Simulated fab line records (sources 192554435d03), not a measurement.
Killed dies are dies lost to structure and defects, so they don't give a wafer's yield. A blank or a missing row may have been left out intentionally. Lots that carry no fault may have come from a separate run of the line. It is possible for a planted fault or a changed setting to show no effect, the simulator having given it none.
fab line records    flow n5_finfet
[record] lots = 10  wafers = 30  last_day = 16
route steps=1938 shown BEOL_M0_SAQP@690 BEOL_M0_CUTY@701 BEOL_M4@1111 PASSIVATION@1936
lots that met no fault: taken from a fault-free run of the same line
start_h: the number of hours between the record's first day and the start of the first shown wafer of the lot    wait_h: time in hours since the lot's previous step    " unchanged from the row above    L1.1+2: a single row standing in for several wafers    - value missing, or start not given    * or withheld: withheld    < > ~ a bound
route shown NAME@n: NAME is a module with steps in the file, n the number in the route of the first one    usual: average and standard deviation across the fault-free wafers    same: alike in all rows    chamber/n: place in a boat    sites: each site's reading    _std_site: the values' standard deviation    _edge_site: the outer-site mean with the inner-site mean subtracted    radius_mm: how far each site lies from the wafer's centre    mask NAME#n: copy n    behind: the tool/chamber that last shaped the wafer    hold: reason for holding the lot/hours on hold/outcome of the hold    device: transistor that didn't switch, given as n, p or np    end of line: at the end of the route, the tests of the same wafers    step lacking rows: just its recipe    killed: not the wafer's yield, but the dies lost to structure and defects at the first sort    map: dies across one wafer; x = killed, . = not, _ = none there
set.NAME: the setting the step ran with; set.NAME@STEP: the setting that earlier step ran with    model.NAME: the simulator's own value behind a step, which no gauge read
the route's steps for a sample of lots (tables are steps, rows are wafers)
services: the hour from which a tool's chamber was out of use, counted from the record's first day as start_h (under 0 if before that day), plus the number of hours and why
[[steps]]
[step N5_BEOL_M0_SAQP_OVL_MEAS_41]
[recipe] points_per_wafer = 522
[usual] M0_CUT1_OVL = -0.4/0.76
lot.wafer  tool        chamber  start_h  wait_h  M0_CUT1_OVL[nm]
L251.2     overlay-01  0        110.88   0.0     -0.3
L251.5     "           0        "        "       -0.6
L251.6     "           0        "        "       0.0
L252.3     overlay-01  0        121.57   0.0     0.1
L252.4     "           0        "        "       0.4
L252.5     "           0        "        "       0.5
L253.2     overlay-02  0        124.35   0.0     1.1
L253.4     "           0        "        "       -0.4
L253.6     "           0        "        "       -0.7
L254.1     overlay-01  0        128.82   0.0     -0.8
L254.3     "           0        "        "       -0.9
L254.5     "           0        "        "       -0.8
L257.1     overlay-02  0        148.61   0.0     -0.6
L257.3     "           0        "        "       -0.2
L257.6     "           0        "        "       2.2
L258.1     overlay-01  0        151.98   0.0     0.0
L258.4     "           0        "        "       0.2
L258.6     "           0        "        "       -0.4
L263.1     overlay-02  0        182.96   0.0     0.4
L263.2     "           0        "        "       -0.9
L263.4     "           0        "        "       -0.8
L266.2     overlay-02  0        206.97   0.0     0.0
L266.3     "           0        "        "       0.4
L266.6     "           0        "        "       -0.5
L269.1     overlay-01  0        219.33   0.0     -1.5
L269.4     "           0        "        "       -1.4
L269.6     "           0        "        "       -0.5
L271.2     overlay-02  0        235.75   0.0     -0.9
L271.3     "           0        "        "       -0.8
L271.4     "           0        "        "       -1.3
[step N5_BEOL_M0_SAQP_ALD_48]
[recipe] material = SiO2  target_thk_a = 200  temp_c = 100  ald_precursor_family = BDEAS  ald_co_reactant = O2-plasma  pulse_time_s = 1  co_reactant_pulse_time_s = 1  purge_time_s = 2  co_reactant_purge_time_s = 2  ald_cycles = 139  pressure_torr = 2
[usual] heater_power_w = 73/9  precursor_pulse_height_rel = 1.000/0.019  susceptor_temp_C = 99.99/0.13
[same] ald_cycles = 139
lot.wafer  tool        chamber  start_h  wait_h  heater_power_w  precursor_pulse_height_rel  susceptor_temp_C
L251.2     ald_sin-02  1        111.27   0.0     71              0.973                       100.08
L251.5     "           2        "        "       81              0.991                       100.16
L251.6     "           3        "        "       79              0.979                       100.02
L252.3     ald_sin-03  1        122.02   0.1     76              0.988                       99.85
L252.4     "           2        "        "       61              0.972                       100.08
L252.5     "           2        "        "       58              1.010                       99.90
L253.2     ald_sin-02  1        124.72   0.0     68              1.001                       99.96
L253.4     "           0        "        "       83              1.001                       99.74
L253.6     "           0        "        "       82              1.014                       100.22
L254.1     ald_sin-03  0        129.20   0.0     85              1.036                       99.88
L254.3     "           3        "        "       62              1.011                       99.85
L254.5     "           0        "        "       84              1.000                       99.99
L257.1     ald_sin-01  3        149.16   0.0     66              0.978                       100.03
L257.3     "           1        "        "       85              1.033                       100.15
L257.6     "           1        "        "       87              1.017                       100.07
L258.1     ald_sin-03  0        152.35   0.0     84              0.988                       99.97
L258.4     "           2        "        "       61              1.037                       99.93
L258.6     "           0        "        "       88              1.000                       99.90
L263.1     ald_sin-01  3        183.45   0.1     69              0.983                       99.68
L263.2     "           2        "        "       78              1.014                       100.20
L263.4     "           0        "        "       63              1.018                       99.94
L266.2     ald_sin-01  2        207.35   0.0     81              0.993                       100.11
L266.3     "           0        "        "       64              0.994                       100.22
L266.6     "           3        "        "       67              0.979                       100.15
L269.1     ald_sin-03  3        219.85   0.2     62              0.993                       100.20
L269.4     "           1        "        "       75              1.002                       100.05
L269.6     "           1        "        "       75              1.024                       100.01
L271.2     ald_sin-03  0        236.17   0.0     85              1.012                       99.98
L271.3     "           1        "        "       75              0.957                       99.98
L271.4     "           1        "        "       74              1.004                       99.86
[step N5_BEOL_M0_CUTY_COAT_50]
[recipe] resist = SiARC  temp_c = 220  time_s = 60  spin_rpm = 1500  resist_thk_nm = 15
[usual] heater_power_total_W = 427.7/2.2  resist_line_temp_C = 22.99/0.12  spin_speed_rpm = 1500.0/0.9
lot.wafer  tool            chamber  start_h  wait_h  heater_power_total_W  resist_line_temp_C  spin_speed_rpm
L251.2     litho_track-01  0        111.95   0.0     430.7                 23.06               1499.2
L251.5     "               0        "        "       427.8                 22.96               1497.7
L251.6     "               0        "        "       424.8                 22.95               1498.5
L252.3     litho_track-03  0        122.69   0.0     427.3                 23.13               1499.2
L252.4     "               0        "        "       424.6                 23.19               1499.8
L252.5     "               0        "        "       429.6                 23.09               1499.9
L253.2     litho_track-01  0        125.41   0.0     430.2                 23.03               1500.9
L253.4     "               0        "        "       429.1                 23.10               1500.3
L253.6     "               0        "        "       424.2                 23.06               1501.5
L254.1     litho_track-02  0        129.88   0.0     429.3                 22.79               1499.9
L254.3     "               0        "        "       428.9                 22.91               1500.4
L254.5     "               0        "        "       425.2                 22.81               1500.7
L257.1     litho_track-03  0        149.83   0.0     428.0                 22.90               1500.5
L257.3     "               0        "        "       428.5                 23.00               1499.4
L257.6     "               0        "        "       427.4                 22.91               1500.5
L258.1     litho_track-01  0        153.02   0.0     429.5                 22.75               1501.1
L258.4     "               0        "        "       424.1                 22.94               1501.2
L258.6     "               0        "        "       430.4                 22.80               1501.5
L263.1     litho_track-01  0        184.12   0.0     424.8                 23.03               1218.5
L263.2     "               0        "        "       429.3                 23.27               1217.2
L263.4     "               0        "        "       429.4                 23.18               1218.9
L266.2     litho_track-01  0        208.02   0.0     430.0                 23.05               1218.0
L266.3     "               0        "        "       430.4                 22.99               1217.8
L266.6     "               0        "        "       430.7                 22.87               1218.0
L269.1     litho_track-03  0        220.52   0.0     424.2                 22.87               1499.0
L269.4     "               0        "        "       430.3                 22.96               1498.7
L269.6     "               0        "        "       427.7                 22.90               1499.4
L271.2     litho_track-02  0        236.85   0.0     424.4                 22.98               1499.1
L271.3     "               0        "        "       426.7                 23.04               1498.6
L271.4     "               0        "        "       430.9                 23.09               1498.4
[step N5_BEOL_M0_CUTY_CD_MEAS_57]
[recipe] target_cd_nm = 200  landing_energy_ev = 500  detector = se_inlens  polarity = line
[usual] cd_nm = 200.0/0.84
lot.wafer  tool       chamber  start_h  wait_h  cd_nm
L251.2     cd_sem-03  0        112.30   -       199.1
L251.5     "          0        "        "       199.5
L251.6     "          0        "        "       199.0
L252.3     cd_sem-03  0        123.05   -       200.8
L252.4     "          0        "        "       200.8
L252.5     "          0        "        "       200.4
L253.2     cd_sem-03  0        125.63   -       200.3
L253.4     "          0        "        "       200.9
L253.6     "          0        "        "       199.9
L254.1     cd_sem-02  0        130.23   -       200.8
L254.3     "          0        "        "       200.3
L254.5     "          0        "        "       200.6
L257.1     cd_sem-03  0        150.06   -       199.6
L257.3     "          0        "        "       200.3
L257.6     "          0        "        "       199.9
L258.1     cd_sem-03  0        153.25   -       199.6
L258.4     "          0        "        "       200.4
L258.6     "          0        "        "       200.4
L263.1     cd_sem-01  0        184.47   -       199.7
L263.2     "          0        "        "       199.7
L263.4     "          0        "        "       200.2
L266.2     cd_sem-02  0        208.25   -       200.2
L266.3     "          0        "        "       201.1
L266.6     "          0        "        "       199.5
L269.1     cd_sem-02  0        220.86   -       199.2
L269.4     "          0        "        "       199.1
L269.6     "          0        "        "       199.6
L271.2     cd_sem-01  0        237.20   -       199.2
L271.3     "          0        "        "       200.3
L271.4     "          0        "        "       200.7
[step N5_BEOL_M4_RC_MEAS_101]
[usual] DIBL_N = 36.3/1  DIBL_P = 36.2/1.4  IOFF_N = 0.157/0.021  IOFF_P = 0.206/0.025  ION_N = 673/9  ION_P = 461/6.4  SS_N = 71.5/0.5  SS_P = 73.2/0.47  VT_N = 249.9/2.4  VT_P = -250.6/2.9
lot.wafer  tool       chamber  start_h  wait_h  DIBL_N[mV/V]  DIBL_P[mV/V]  IOFF_N[nA/um]  IOFF_P[nA/um]  ION_N[uA/um]  ION_P[uA/um]  SS_N[mV/dec]  SS_P[mV/dec]  VT_N[mV]  VT_P[mV]
L251.2     prober-01  0        168.26   0.2     35.0          35.5          0.131          0.174          674           456           71.2          72.7          252.7     -254.4
L251.5     "          0        "        "       35.3          34.7          0.128          0.170          664           452           71.7          73.0          252.4     -255.1
L251.6     "          0        "        "       35.6          35.7          0.131          0.179          665           456           70.8          72.5          254.0     -254.1
L254.1     prober-02  0        173.09   0.0     36.7          35.9          0.175          0.204          683           460           71.6          73.8          249.0     -251.3
L254.3     "          0        "        "       34.9          34.3          0.153          0.182          679           466           71.4          73.2          250.8     -252.4
L254.5     "          0        "        "       36.6          36.5          0.190          0.208          689           462           71.7          74.1          248.7     -253.0
L252.3     prober-01  0        173.55   0.3     35.3          34.4          0.136          0.177          671           462           70.8          73.1          250.8     -251.1
L252.4     "          0        "        "       37.3          37.2          0.170          0.217          682           467           71.2          74.0          248.2     -250.9
L252.5     "          0        "        "       34.9          34.2          0.129          0.175          668           461           70.1          73.2          250.4     -252.8
L253.2     prober-02  0        178.17   0.2     36.3          36.9          0.150          0.209          659           457           71.7          72.9          252.3     -251.1
L253.4     "          0        "        "       35.5          36.1          0.134          0.194          657           452           71.6          73.6          255.2     -251.2
L253.6     "          0        "        "       37.9          38.2          0.171          0.225          669           461           72.7          74.3          250.0     -252.0
L257.1     prober-01  0        201.54   0.0     37.5          35.9          0.151          0.199          668           464           71.5          73.9          250.2     -249.6
L257.3     "          0        "        "       39.5          38.7          0.202          0.242          686           467           72.3          73.3          246.9     -247.3
L257.6     "          0        "        "       38.3          37.6          0.181          0.226          686           469           71.5          73.5          250.7     -250.6
L258.1     prober-01  0        205.76   0.0     37.1          38.0          0.200          0.260          676           464           72.4          74.0          247.1     -247.2
L258.4     "          0        "        "       36.2          37.4          0.189          0.241          673           463           71.8          73.5          246.8     -248.0
L258.6     "          0        "        "       36.3          37.1          0.183          0.251          676           465           71.9          74.3          249.2     -246.9
L263.1     prober-02  0        237.13   0.0     37.0          37.4          0.161          0.206          671           460           71.6          73.0          253.7     -251.2
L263.2     "          0        "        "       37.3          37.7          0.164          0.208          668           455           72.2          73.4          250.5     -253.6
L263.4     "          0        "        "       37.2          38.3          0.170          0.222          687           462           72.1          72.6          247.8     -251.6
L266.2     prober-02  0        263.53   0.2     35.6          35.0          0.139          0.220          666           466           71.5          72.8          251.5     -247.1
L266.3     "          0        "        "       37.0          35.2          0.150          0.224          671           462           71.8          73.1          250.7     -247.0
L266.6     "          0        "        "       36.3          35.1          0.145          0.217          661           462           71.1          72.9          251.4     -247.4
L269.1     prober-01  0        271.10   0.0     37.3          38.0          0.173          0.249          690           471           72.1          73.8          249.4     -244.6
L269.4     "          0        "        "       37.6          38.4          0.181          0.255          685           480           72.4          73.7          245.4     -244.6
L269.6     "          0        "        "       36.7          36.6          0.157          0.226          674           466           72.5          72.7          247.9     -248.5
L271.2     prober-01  0        287.29   0.8     35.8          36.5          0.162          0.227          680           469           71.4          74.0          245.4     -247.4
L271.3     "          0        "        "       34.6          35.0          0.136          0.198          670           467           71.5          72.7          251.9     -251.0
L271.4     "          0        "        "       35.3          35.7          0.152          0.210          677           468           71.4          73.7          251.6     -245.4
[step N5_PASSIVATION_PROBE_49]
[usual] defect_limited_yield = 91.1/1.3  killed_at_M0_to_M3 = 36/10  killed_at_M4_up = 14/4.4  killed_at_contacts = 14/5.7  killed_at_front_end = 39/9.4  killed_at_other = 2.9/2.6  killed_dies = 105/15  killed_on_rim = 14/3.5  killed_open = 70/12  killed_short = 34/7.1  sort_bin_5_function = 5.3/0.77  sort_bin_6_memory = 3.3/0.66  sort_n_pass = 1075/15  sort_yield_pct = 91.1/1.3
[same] gross_dies = 1180  killed_at_back_side = 0  sort_bin_4_leakage[%] = 0  sort_bin_8_speed[%] = 0
lot.wafer  tool       chamber  start_h  wait_h  defect_limited_yield[%]  killed_at_M0_to_M3  killed_at_M4_up  killed_at_contacts  killed_at_front_end  killed_at_other  killed_dies  killed_on_rim  killed_open  killed_short  sort_bin_5_function[%]  sort_bin_6_memory[%]  sort_n_pass  sort_yield_pct[%]
L251.2     prober-02  -        274.92   0.1     91.7                     24                  11               19                  37                   7                98           16             62           36            4.6                     3.1                   1082         91.7
L251.5     prober-02  -        275.07   0.2     92.3                     38                  12               18                  20                   3                91           10             62           28            4.4                     2.9                   1089         92.3
L251.6     prober-02  -        275.12   0.3     92.1                     26                  18               8                   39                   2                93           12             64           29            5.3                     2.4                   1087         92.1
L254.1     prober-02  -        278.73   0.0     92.4                     34                  11               9                   33                   3                90           11             61           28            4.0                     3.3                   1090         92.4
L254.3     prober-02  -        278.83   0.1     90.3                     49                  12               4                   44                   6                115          16             67           48            4.7                     4.2                   1065         90.3
L254.5     prober-02  -        278.93   0.2     91.3                     29                  8                1                   57                   8                103          16             61           42            4.5                     3.8                   1077         91.3
L252.3     prober-01  -        280.80   0.1     91.1                     36                  19               13                  36                   1                105          20             61           42            5.5                     3.1                   1075         91.1
L252.4     prober-01  -        280.85   0.2     91.6                     34                  13               8                   40                   4                99           11             63           33            4.6                     3.4                   1081         91.6
L252.5     prober-01  -        280.90   0.2     93.2                     27                  8                6                   37                   2                80           7              52           27            4.2                     2.5                   1100         93.2
L253.2     prober-01  -        282.07   0.1     92.5                     37                  13               3                   35                   1                89           13             64           24            4.6                     2.8                   1091         92.5
L253.4     prober-01  -        282.17   0.2     89.8                     23                  14               26                  55                   2                120          20             81           37            5.8                     4.1                   1060         89.8
L253.6     prober-01  -        282.27   0.3     87.9                     57                  23               14                  49                   0                143          15             89           52            7.0                     4.8                   1037         87.9
L257.1     prober-02  -        303.57   0.0     89.2                     62                  12               16                  33                   4                127          15             81           45            5.8                     4.6                   1053         89.2
L257.3     prober-02  -        303.67   0.1     88.8                     38                  16               16                  52                   10               132          18             78           52            6.0                     4.7                   1048         88.8
L257.6     prober-02  -        303.82   0.3     90.8                     50                  11               19                  26                   3                109          6              66           42            5.4                     3.7                   1071         90.8
L258.1     prober-01  -        308.53   0.0     89.5                     42                  21               20                  35                   6                124          15             80           41            5.8                     4.1                   1056         89.5
L258.4     prober-01  -        308.68   0.2     89.8                     36                  10               25                  43                   6                120          19             73           47            6.3                     3.2                   1060         89.8
L258.6     prober-01  -        308.78   0.3     91.2                     42                  17               17                  24                   4                104          11             62           38            5.0                     3.6                   1076         91.2
L263.1     prober-01  -        336.23   0.0     91.5                     35                  14               24                  27                   0                100          14             84           16            5.6                     2.7                   1080         91.5
L263.2     prober-01  -        336.28   0.1     90.2                     35                  21               16                  43                   1                116          13             73           42            6.2                     3.2                   1064         90.2
L263.4     prober-01  -        336.38   0.2     92.1                     33                  8                15                  36                   1                93           12             62           31            4.5                     3.1                   1087         92.1
L266.2     prober-02  -        361.84   0.1     90.8                     35                  16               11                  45                   1                108          16             80           27            5.5                     3.4                   1072         90.8
L266.3     prober-02  -        361.89   0.1     93.4                     24                  12               5                   37                   0                78           11             47           30            4.2                     2.4                   1102         93.4
L266.6     prober-02  -        362.04   0.3     91.3                     34                  24               6                   34                   5                103          16             75           27            5.6                     3.1                   1077         91.3
L269.1     prober-01  -        373.43   0.0     92.3                     31                  10               18                  30                   2                91           9              58           28            4.7                     2.9                   1089         92.3
L269.4     prober-01  -        373.58   0.2     89.5                     44                  17               10                  50                   3                124          10             82           40            5.3                     4.5                   1056         89.5
L269.6     prober-01  -        373.68   0.3     90.7                     27                  10               23                  44                   6                110          13             75           34            5.3                     3.3                   1070         90.7
L271.2     prober-02  -        390.22   0.1     90.8                     37                  8                14                  46                   4                109          11             73           34            5.3                     3.5                   1071         90.8
L271.3     prober-02  -        390.27   0.1     89.5                     49                  12               6                   55                   2                124          15             79           45            5.9                     4.3                   1056         89.5
L271.4     prober-02  -        390.32   0.2     89.8                     40                  11               16                  52                   1                120          15             73           47            6.2                     3.6                   1060         89.8
// killed by level:class
L251.2 MOL_CONTACT_COAG:geometric_particle:open=15 BEOL_M0_SAQP:geometric_particle:open=11 FIN_SAQP:geometric_particle:short=9 STI_FIN_REVEAL:geometric_particle:open=6 BEOL_M3:geometric_particle:open=5 MOL_CONTACT_COAG:geometric_particle:short=4 STARTING-WAFER:geometric_particle:open=4 STARTING-WAFER:geometric_particle:short=4
L251.5 MOL_CONTACT_COAG:geometric_particle:open=13 BEOL_M2:geometric_particle:open=9 BEOL_M0_SAQP:geometric_particle:short=6 BEOL_M1:geometric_particle:open=6 BEOL_M4:geometric_particle:open=6 BEOL_M3:geometric_particle:open=5 MOL_CONTACT_COAG:geometric_particle:short=5 BEOL_M0_SAQP:geometric_particle:open=5
L251.6 BEOL_M4:geometric_particle:open=11 MOL_CONTACT_COAG:geometric_particle:open=8 BEOL_M2:geometric_particle:open=8 STI_FIN_REVEAL:geometric_particle:open=7 BEOL_M3:geometric_particle:open=7 DUMMY_GATE:geometric_particle:open=6 GATE_CUT:geometric_particle:short=6 FIN_SAQP:geometric_particle:open=5
L254.1 BEOL_M2:geometric_particle:open=13 STI_FIN_REVEAL:geometric_particle:open=8 MOL_CONTACT_COAG:geometric_particle:open=8 BEOL_M0_SAQP:geometric_particle:short=5 FIN_SAQP:geometric_particle:open=4 ILD0:geometric_particle:open=4 BEOL_M3:geometric_particle:open=4 BEOL_M4:geometric_particle:open=4
L254.3 BEOL_M0_SAQP:geometric_particle:short=15 BEOL_M2:geometric_particle:open=10 STI_FIN_REVEAL:geometric_particle:open=8 BEOL_M3:geometric_particle:open=8 FIN_SAQP:geometric_particle:short=7 ILD0:geometric_particle:short=7 BEOL_M0_SAQP:geometric_particle:open=7 BEOL_M4:geometric_particle:open=5
L254.5 STI_FIN_REVEAL:geometric_particle:open=11 FIN_SAQP:geometric_particle:open=8 DUMMY_GATE:geometric_particle:open=8 GATE_CUT:geometric_particle:short=6 BEOL_M3:geometric_particle:open=6 FIN_SAQP:geometric_particle:short=5 BEOL_M2:geometric_particle:open=5 ILD0:geometric_particle:open=4
L252.3 BEOL_M0_SAQP:geometric_particle:open=12 MOL_CONTACT_COAG:geometric_particle:open=10 BEOL_M0_SAQP:geometric_particle:short=9 FIN_SAQP:geometric_particle:short=7 GATE_CUT:geometric_particle:short=6 BEOL_M4:geometric_particle:open=6 STI_FIN_REVEAL:geometric_particle:open=5 BEOL_M1:geometric_particle:open=5
L252.4 BEOL_M2:geometric_particle:open=11 FIN_SAQP:geometric_particle:open=8 STI_FIN_REVEAL:geometric_particle:open=8 BEOL_M0_SAQP:geometric_particle:short=7 MOL_CONTACT_COAG:geometric_particle:open=7 FIN_SAQP:geometric_particle:short=6 BEOL_M0_SAQP:geometric_particle:open=5 BEOL_M3:geometric_particle:open=5
L252.5 BEOL_M0_SAQP:geometric_particle:open=11 STI_FIN_REVEAL:geometric_particle:open=10 DUMMY_GATE:geometric_particle:open=6 FIN_SAQP:geometric_particle:open=5 FIN_SAQP:geometric_particle:short=4 BEOL_M0_SAQP:geometric_particle:short=4 BEOL_M3:geometric_particle:open=4 MOL_CONTACT_COAG:geometric_particle:open=3
L253.2 BEOL_M3:geometric_particle:open=10 STI_FIN_REVEAL:geometric_particle:open=8 BEOL_M1:geometric_particle:open=8 FIN_SAQP:geometric_particle:open=7 BEOL_M4:geometric_particle:open=7 GATE_CUT:geometric_particle:short=5 BEOL_M0_SAQP:geometric_particle:open=5 DUMMY_GATE:geometric_particle:open=4
L253.4 MOL_CONTACT_COAG:geometric_particle:open=18 STI_FIN_REVEAL:geometric_particle:open=15 FIN_SAQP:geometric_particle:open=13 MOL_CONTACT_COAG:geometric_particle:short=8 BEOL_M0_SAQP:geometric_particle:short=7 BEOL_M0_SAQP:geometric_particle:open=6 FIN_SAQP:geometric_particle:short=5 DUMMY_GATE:geometric_particle:open=5
L253.6 BEOL_M0_SAQP:geometric_particle:open=13 MOL_CONTACT_COAG:geometric_particle:open=12 FIN_SAQP:geometric_particle:short=11 FIN_SAQP:geometric_particle:open=11 BEOL_M0_SAQP:geometric_particle:short=10 BEOL_M4:geometric_particle:open=10 STI_FIN_REVEAL:geometric_particle:open=9 BEOL_M2:geometric_particle:open=9
L257.1 BEOL_M0_SAQP:geometric_particle:open=20 BEOL_M0_SAQP:geometric_particle:short=19 MOL_CONTACT_COAG:geometric_particle:open=15 BEOL_M2:geometric_particle:open=10 FIN_SAQP:geometric_particle:short=7 STI_FIN_REVEAL:geometric_particle:open=6 FIN_SAQP:geometric_particle:open=5 BEOL_M3:geometric_particle:open=5
L257.3 BEOL_M0_SAQP:geometric_particle:short=14 MOL_CONTACT_COAG:geometric_particle:open=13 FIN_SAQP:geometric_particle:short=12 STI_FIN_REVEAL:geometric_particle:open=12 BEOL_M0_SAQP:geometric_particle:open=11 BEOL_M4:geometric_particle:open=8 FIN_SAQP:geometric_particle:open=6 BEOL_M2:geometric_particle:open=6
L257.6 BEOL_M0_SAQP:geometric_particle:short=19 MOL_CONTACT_COAG:geometric_particle:open=12 STI_FIN_REVEAL:geometric_particle:open=8 BEOL_M2:geometric_particle:open=8 MOL_CONTACT_COAG:geometric_particle:short=7 BEOL_M0_SAQP:geometric_particle:open=7 BEOL_M1:geometric_particle:open=6 BEOL_M4:geometric_particle:open=6
L258.1 MOL_CONTACT_COAG:geometric_particle:open=19 BEOL_M0_SAQP:geometric_particle:short=11 FIN_SAQP:geometric_particle:short=10 FIN_SAQP:geometric_particle:open=10 BEOL_M0_SAQP:geometric_particle:open=10 BEOL_M3:geometric_particle:open=8 BEOL_M5:geometric_particle:open=7 BEOL_M1:geometric_particle:open=6
L258.4 MOL_CONTACT_COAG:geometric_particle:open=18 FIN_SAQP:geometric_particle:short=17 FIN_SAQP:geometric_particle:open=10 BEOL_M0_SAQP:geometric_particle:open=10 MOL_CONTACT_COAG:geometric_particle:short=7 BEOL_M2:geometric_particle:open=6 BEOL_M1:geometric_particle:open=6 BEOL_M0_SAQP:geometric_particle:short=4
L258.6 BEOL_M0_SAQP:geometric_particle:short=13 MOL_CONTACT_COAG:geometric_particle:open=13 BEOL_M0_SAQP:geometric_particle:open=10 FIN_SAQP:geometric_particle:short=8 BEOL_M1:geometric_particle:open=7 BEOL_M4:geometric_particle:open=7 FIN_SAQP:geometric_particle:open=4 BEOL_M5:geometric_particle:open=4
L263.1 MOL_CONTACT_COAG:geometric_particle:open=19 BEOL_M2:geometric_particle:open=10 FIN_SAQP:geometric_particle:open=8 BEOL_M3:geometric_particle:open=8 BEOL_M1:geometric_particle:open=7 STI_FIN_REVEAL:geometric_particle:open=6 MOL_CONTACT_COAG:geometric_particle:short=5 GATE_CUT:geometric_particle:open=4
L263.2 FIN_SAQP:geometric_particle:short=14 MOL_CONTACT_COAG:geometric_particle:open=12 BEOL_M2:geometric_particle:open=11 FIN_SAQP:geometric_particle:open=9 BEOL_M4:geometric_particle:open=8 BEOL_M3:geometric_particle:open=7 BEOL_M0_SAQP:geometric_particle:short=6 BEOL_M0_SAQP:geometric_particle:open=5
L263.4 BEOL_M3:geometric_particle:open=11 FIN_SAQP:geometric_particle:open=8 MOL_CONTACT_COAG:geometric_particle:open=8 MOL_CONTACT_COAG:geometric_particle:short=7 BEOL_M0_SAQP:geometric_particle:open=6 GATE_CUT:geometric_particle:short=5 BEOL_M2:geometric_particle:open=5 FIN_SAQP:geometric_particle:short=4
L266.2 MOL_CONTACT_COAG:geometric_particle:open=11 BEOL_M0_SAQP:geometric_particle:open=11 STI_FIN_REVEAL:geometric_particle:open=10 FIN_SAQP:geometric_particle:open=7 FIN_SAQP:geometric_particle:short=6 BEOL_M3:geometric_particle:open=6 BEOL_M0_SAQP:geometric_particle:short=5 BEOL_M0:geometric_particle:open=5
L266.3 FIN_SAQP:geometric_particle:short=12 FIN_SAQP:geometric_particle:open=8 BEOL_M0_SAQP:geometric_particle:open=7 BEOL_M0_SAQP:geometric_particle:short=7 STARTING-WAFER:geometric_particle:short=5 MOL_CONTACT_COAG:geometric_particle:open=4 BEOL_M0:geometric_particle:open=4 BEOL_M2:geometric_particle:open=4
L266.6 BEOL_M4:geometric_particle:open=12 BEOL_M3:geometric_particle:open=12 BEOL_M0_SAQP:geometric_particle:open=9 STI_FIN_REVEAL:geometric_particle:open=8 FIN_SAQP:geometric_particle:short=5 FIN_SAQP:geometric_particle:open=4 FIN_CUT:geometric_particle:open=4 BEOL_M2:geometric_particle:open=4
L269.1 MOL_CONTACT_COAG:geometric_particle:open=15 BEOL_M2:geometric_particle:open=8 BEOL_M0_SAQP:geometric_particle:open=7 STI_FIN_REVEAL:geometric_particle:open=6 FIN_SAQP:geometric_particle:open=5 GATE_CUT:geometric_particle:short=5 BEOL_M0_SAQP:geometric_particle:short=5 FIN_SAQP:geometric_particle:short=4
L269.4 STI_FIN_REVEAL:geometric_particle:open=24 BEOL_M0_SAQP:geometric_particle:short=15 BEOL_M0_SAQP:geometric_particle:open=10 BEOL_M2:geometric_particle:open=9 GATE_CUT:geometric_particle:short=7 MOL_CONTACT_COAG:geometric_particle:open=7 BEOL_M4:geometric_particle:open=7 BEOL_M1:geometric_particle:open=6
L269.6 MOL_CONTACT_COAG:geometric_particle:open=16 STI_FIN_REVEAL:geometric_particle:open=11 BEOL_M0_SAQP:geometric_particle:short=10 BEOL_M0_SAQP:geometric_particle:open=8 FIN_SAQP:geometric_particle:open=7 MOL_CONTACT_COAG:geometric_particle:short=7 BEOL_M4:geometric_particle:open=7 ILD0:geometric_particle:open=5
L271.2 FIN_SAQP:geometric_particle:open=12 MOL_CONTACT_COAG:geometric_particle:open=12 BEOL_M0_SAQP:geometric_particle:open=8 BEOL_M1:geometric_particle:open=7 FIN_SAQP:geometric_particle:short=5 STI_FIN_REVEAL:geometric_particle:open=5 STARTING-WAFER:geometric_particle:open=5 BEOL_M0_SAQP:geometric_particle:short=4
L271.3 STI_FIN_REVEAL:geometric_particle:open=12 BEOL_M2:geometric_particle:open=11 BEOL_M0_SAQP:geometric_particle:short=10 FIN_SAQP:geometric_particle:short=9 BEOL_M1:geometric_particle:open=9 FIN_SAQP:geometric_particle:open=8 BEOL_M0_SAQP:geometric_particle:open=8 GATE_CUT:geometric_particle:short=7
L271.4 BEOL_M0_SAQP:geometric_particle:short=18 FIN_SAQP:geometric_particle:open=17 MOL_CONTACT_COAG:geometric_particle:open=12 BEOL_M0_SAQP:geometric_particle:open=12 FIN_SAQP:geometric_particle:short=7 STI_FIN_REVEAL:geometric_particle:open=6 GATE_CUT:geometric_particle:short=6 BEOL_M0:geometric_particle:open=5
[[services]]
tool            chamber  start_h  hours  kind
ald_sin-01      0        99.25    -      clean
ald_sin-01      1        99.25    -      clean
ald_sin-01      2        99.25    -      clean
ald_sin-01      3        99.25    -      clean
ald_sin-01      1        125.40   1.6    repair
litho_track-02  -        129.95   -      consumable_replace:filter
litho_track-03  -        138.32   -      consumable_replace:filter
ald_sin-01      0        165.18   1.3    repair
ald_sin-02      -        177.74   14.0   pm
ald_sin-02      0        177.74   14.0   vent_cycle
ald_sin-02      1        177.74   14.0   vent_cycle
ald_sin-02      2        177.74   14.0   vent_cycle
ald_sin-02      3        177.74   14.0   vent_cycle
ald_sin-02      0        191.74   -      clean
ald_sin-02      1        191.74   -      clean
ald_sin-02      2        191.74   -      clean
ald_sin-02      3        191.74   -      clean
litho_track-03  -        223.66   -      consumable_replace:filter
ald_sin-02      2        229.60   3.7    repair
ald_sin-01      2        233.47   5.1    repair
ald_sin-03      2        235.43   3.2    repair
[[key]]
[first_sign] step = N5_BEOL_M0_CUTY_COAT_50  reading = spin_speed_rpm  direction = down  sigmas = 99+  usual = *  struck = *
effect none on later readings
met_at N5_BEOL_M0_CUTY_COAT_50
struck_lots L263,L266
not_acting_at N5_BEOL_M0_SAQP_OVL_MEAS_41,N5_BEOL_M0_SAQP_ALD_48,N5_BEOL_M0_CUTY_CD_MEAS_57
onset_between 153.02 184.12
[fault] kind = process_parameter_drift  tool = litho_track-01  chamber = -  onset_h = 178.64  steps = N5_BEOL_M0_CUTY_COAT_50  channel = spin_rpm  offset = *  shape = step  end_h = 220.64  acts_in = *  stated = *
